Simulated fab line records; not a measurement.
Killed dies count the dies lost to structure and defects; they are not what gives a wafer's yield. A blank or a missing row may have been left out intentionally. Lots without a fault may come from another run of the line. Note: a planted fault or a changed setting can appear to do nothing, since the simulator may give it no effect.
Matching of chambers | flow nand_harc | NHARC_P_M0_PRE_CLEAN_31 on pecvd-01 has 3 sister chambers
The step time 12 s. 3 wafers are shown with their chamber, then 7 later ones without.

## EACH WAFER AND ITS CHAMBER
wafer  | chamber | heater_power_w (W)
L079.3 | 1       | 555
L084.6 | 2       | 630
L086.3 | 0       | 698

## WAFERS MISSING THEIR CHAMBER
wafer  | heater_power_w (W)
L086.4 | 603
L091.1 | 822
L091.2 | 561
L091.3 | 573
L096.2 | 626
L096.3 | 783
L096.4 | 650

## CHAMBER TAKEN BY EACH
wafer  | from the rows above          | in truth
L086.4 | can't be placed: 2 or 1 or 0 | 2
L091.1 | can't be placed: 0 or 2      | 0
L091.2 | can't be placed: 1 or 2      | 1
L091.3 | can't be placed: 1 or 2 or 0 | 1
L096.2 | can't be placed: 2 or 1 or 0 | 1
L096.3 | can't be placed: 0 or 2      | 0
L096.4 | can't be placed: 2 or 0 or 1 | 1
0 of 7 placed correctly. From these rows, 7 cannot be placed; in 7 the true chamber is one of the candidates. 0 placed wrongly.
How it was worked out, from the rows above alone: a wafer's distance from a chamber is the root of the sum, over the readings, of the square of ((its reading less the chamber's mean) divided by the reading's scatter). If the next closest chamber is less than 2 further off than the closest, the wafer can't be placed; otherwise it belongs to the closest. For every chamber, the mean is computed from those of its wafers that are shown. The scatter: root of mean squared gap, hidden wafer to nearest shown wafer, with one shown wafer a chamber.
